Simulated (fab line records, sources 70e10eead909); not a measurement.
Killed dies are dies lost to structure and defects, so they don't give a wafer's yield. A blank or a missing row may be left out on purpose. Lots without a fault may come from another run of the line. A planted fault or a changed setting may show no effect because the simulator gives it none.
Which tool did it? | flow nand_harc | 24 lots, 72 wafers sampled, at 3 steps of a route of 1159

WHAT THE GAUGES READ, wafer by wafer
NHARC_A_SGD_CUT_CD_MEAS_09: target cd 100 nm. Usual: cd_nm 100.1 nm, standard deviation 0.56.
lot  | measured     | on        | cd_nm (nm)        | flag
L075 | day 13 11:04 | cd_sem-02 | 99.1 99.0 99.3    |
L074 | day 13 16:27 | cd_sem-01 | 99.8 99.9 99.5    |
L077 | day 14 07:13 | cd_sem-01 | 100.1 100.1 100.4 |
L076 | day 14 07:29 | cd_sem-01 | 100.5 99.8 99.4   |
L078 | day 14 23:00 | cd_sem-01 | 100.5 99.8 100.1  |
L079 | day 15 08:06 | cd_sem-02 | 100.2 99.5 99.5   |
L080 | day 15 08:25 | cd_sem-01 | 100.6 100.5 99.4  |
L082 | day 15 16:07 | cd_sem-01 | 100.7 99.9 99.3   |
L083 | day 15 16:35 | cd_sem-03 | 100.0 100.0 100.4 |
L081 | day 16 03:37 | cd_sem-01 | 99.9 99.1 99.7    |
L085 | day 16 03:06 | cd_sem-02 | 100.6 99.9 100.7  |
L084 | day 16 10:16 | cd_sem-03 | 99.4 99.6 99.7    |
L088 | day 17 00:39 | cd_sem-02 | 99.7 100.2 100.6  |
L086 | day 17 00:10 | cd_sem-03 | 99.7 99.9 100.9   |
L087 | day 17 00:20 | cd_sem-03 | 100.3 100.1 100.2 |
L090 | day 17 12:14 | cd_sem-03 | 99.6 100.6 100.4  |
L089 | day 17 12:37 | cd_sem-03 | 100.3 101.0 101.2 |
L092 | day 18 08:45 | cd_sem-02 | 99.9 100.6 100.9  |
L091 | day 18 09:13 | cd_sem-02 | 101.0 100.1 100.5 |
L093 | day 18 12:36 | cd_sem-01 | 99.1 99.5 99.5    |
L094 | day 19 10:59 | cd_sem-03 | 99.1 99.7 99.5    |
L095 | day 19 11:16 | cd_sem-01 | 100.2 100.9 101.2 |
L096 | day 19 10:50 | cd_sem-03 | 100.2 100.3 100.4 |
L097 | day 20 07:01 | cd_sem-01 | 100.6 99.7 100.8  |

NHARC_A_SGD_CUT_OVL_MEAS_10. Usual: overlay_x_nm 0.1 nm, standard deviation 0.97; overlay_y_nm 0.0 nm, standard deviation 0.99.
lot  | measured     | on         | overlay_x_nm (nm) | overlay_y_nm (nm) | flag
L075 | day 13 11:09 | overlay-02 | -0.7 -0.6 0.1     | -0.9 -1.0 -0.7    |
L074 | day 13 16:32 | overlay-02 | -0.5 -1.3 -1.2    | 0.8 0.3 0.1       |
L077 | day 14 07:19 | overlay-01 | -0.4 0.1 0.0      | -0.7 -0.6 -0.2    |
L076 | day 14 07:34 | overlay-02 | 1.2 0.3 0.1       | 1.0 1.1 1.1       |
L078 | day 14 23:05 | overlay-01 | 0.8 0.3 -0.2      | 0.3 0.2 0.2       |
L079 | day 15 08:11 | overlay-02 | 0.1 0.0 -0.5      | 0.6 0.6 0.5       |
L080 | day 15 08:30 | overlay-01 | 2.3 1.6 1.2       | -0.9 0.2 -0.5     |
L082 | day 15 16:12 | overlay-01 | 0.4 0.7 -0.2      | -1.1 -0.7 -0.4    |
L083 | day 15 16:40 | overlay-02 | 0.9 0.7 0.8       | 0.8 0.4 0.7       |
L081 | day 16 03:43 | overlay-02 | -1.2 -1.8 -1.4    | -0.3 0.1 -0.2     |
L085 | day 16 03:11 | overlay-01 | -0.7 -0.6 -0.6    | 2.0 2.4 2.9       |
L084 | day 16 10:21 | overlay-02 | 1.8 1.4 1.3       | 0.2 -0.1 -0.4     |
L088 | day 17 00:44 | overlay-01 | -0.9 -0.5 -0.1    | 1.5 1.4 1.8       |
L086 | day 17 00:16 | overlay-01 | 0.6 0.4 0.8       | -0.2 0.1 -0.7     |
L087 | day 17 00:26 | overlay-01 | 0.9 0.9 0.6       | 0.2 0.4 0.1       |
L090 | day 17 12:19 | overlay-01 | -0.2 -0.2 -0.2    | -1.8 -2.2 -2.1    |
L089 | day 17 12:42 | overlay-01 | -1.1 -0.7 -1.3    | 0.1 0.5 0.4       |
L092 | day 18 08:50 | overlay-02 | -0.4 -0.7 -0.9    | -0.2 -0.7 -0.2    |
L091 | day 18 09:17 | overlay-01 | 1.3 1.1 1.2       | 1.6 0.8 0.7       |
L093 | day 18 12:41 | overlay-02 | 0.8 1.1 0.5       | 0.3 -0.1 -0.2     |
L094 | day 19 11:05 | overlay-01 | -0.4 -1.5 -0.7    | -1.5 -1.9 -1.3    |
L095 | day 19 11:22 | overlay-02 | 1.8 1.7 1.3       | -0.5 -0.5 -0.5    |
L096 | day 19 10:55 | overlay-02 | -0.9 -1.1 -0.9    | -1.6 -1.1 -1.9    |
L097 | day 20 07:05 | overlay-02 | 0.2 -0.1 -0.1     | 0.9 0.0 0.0       |

WHICH TOOL RAN EACH LOT (tool, then ch and the chambers of the sampled wafers, then the start)
lot  | NHARC_A_STAIRCASE_ETCH_232
L075 | rie_diel-13 ch 1,3, day 13 11:04 or earlier
L074 | rie_diel-10 ch 1,3, day 13 16:27 or earlier
L077 | rie_diel-11 ch 0,1,3, day 14 07:13 or earlier
L076 | rie_diel-13 ch 1,3, day 14 07:29 or earlier
L078 | rie_diel-11 ch 0,2,3, day 14 23:00 or earlier
L079 | rie_diel-10 ch 0,1, day 15 08:06 or earlier
L080 | rie_diel-10 ch 0,1,3, day 15 08:25 or earlier
L082 | rie_diel-13 ch 1,2, day 15 16:07 or earlier
L083 | rie_diel-11 ch 0,1,2, day 15 16:35 or earlier
L081 | rie_diel-11 ch 0,2, day 16 03:37 or earlier
L085 | rie_diel-11 ch 0,3, day 16 03:06 or earlier
L084 | rie_diel-11 ch 0,2,3, day 16 10:16 or earlier
L088 | rie_diel-11 ch 0,1,2, day 17 00:39 or earlier
L086 | rie_diel-13 ch 0,2, day 17 00:10 or earlier
L087 | rie_diel-13 ch 0,1,3, day 17 00:20 or earlier
L090 | rie_diel-11 ch 0,1,2, day 17 12:14 or earlier
L089 | rie_diel-11 ch 0,1, day 17 12:37 or earlier
L092 | rie_diel-13 ch 0,2, day 18 08:45 or earlier
L091 | rie_diel-11 ch 1,2,3, day 18 09:13 or earlier
L093 | rie_diel-11 ch 0,1,3, day 18 12:36 or earlier
L094 | rie_diel-11 ch 0,1,3, day 19 10:59 or earlier
L095 | rie_diel-11 ch 0,1,3, day 19 11:16 or earlier
L096 | rie_diel-10 ch 1,2,3, day 19 10:50 or earlier
L097 | rie_diel-11 ch 0,1,3, day 20 07:01 or earlier
- NHARC_A_STAIRCASE_ETCH_232: etches the open film in C4F8/O2, target depth 100 nm, time 40.5 s.

WHAT THE TOOLS THEMSELVES READ (means of the sampled wafers that have a number; where no wafer has one, the mark that the record gives instead)
NHARC_A_STAIRCASE_ETCH_232. Usual: oes_product_au 0.942 a.u., standard deviation 0.016; rf_vpp_V 895 V, standard deviation 5.3.
lot  | tool        | oes_product_au (a.u.) | rf_vpp_V (V) | flag
L075 | rie_diel-13 | 0.929                 | 890          |
L074 | rie_diel-10 | 0.955                 | 892          |
L077 | rie_diel-11 | 0.943                 | 894          |
L076 | rie_diel-13 | 0.941                 | 892          |
L078 | rie_diel-11 | 0.952                 | 896          |
L079 | rie_diel-10 | 0.952                 | 891          |
L080 | rie_diel-10 | 0.924                 | 896          |
L082 | rie_diel-13 | 0.944                 | 898          |
L083 | rie_diel-11 | 0.939                 | 895          |
L081 | rie_diel-11 | 0.939                 | 898          |
L085 | rie_diel-11 | 0.959                 | 896          |
L084 | rie_diel-11 | 0.960                 | 896          |
L088 | rie_diel-11 | 0.925                 | 895          |
L086 | rie_diel-13 | 0.948                 | 905          |
L087 | rie_diel-13 | 0.971                 | 896          |
L090 | rie_diel-11 | 0.927                 | 895          |
L089 | rie_diel-11 | 0.927                 | 891          |
L092 | rie_diel-13 | 0.939                 | 902          |
L091 | rie_diel-11 | 0.941                 | 893          |
L093 | rie_diel-11 | 0.942                 | 893          |
L094 | rie_diel-11 | 0.944                 | 894          |
L095 | rie_diel-11 | 0.934                 | 893          |
L096 | rie_diel-10 | 0.926                 | 898          |
L097 | rie_diel-11 | 0.942                 | 893          |

THE ANSWER, worked out from the rows above alone
Rule: a lot is off if the mean of its wafers that have a number lies more than 3 standard deviations from the usual mean. A lot without any number at a reading at which 4 lots or more have one is off too. The other lots that the step has rows for count as sound. The gauges are gone through in route order, then the tools' own readings, and for those a lot's mean is taken as printed above. The first step at which some lot is off is used, and at that step the reading that is off furthest; a lot without a number counts as furthest.
No lot is off at any reading shown: from this, nothing can be told.

WHAT THE SIMULATOR HAD PUT IN
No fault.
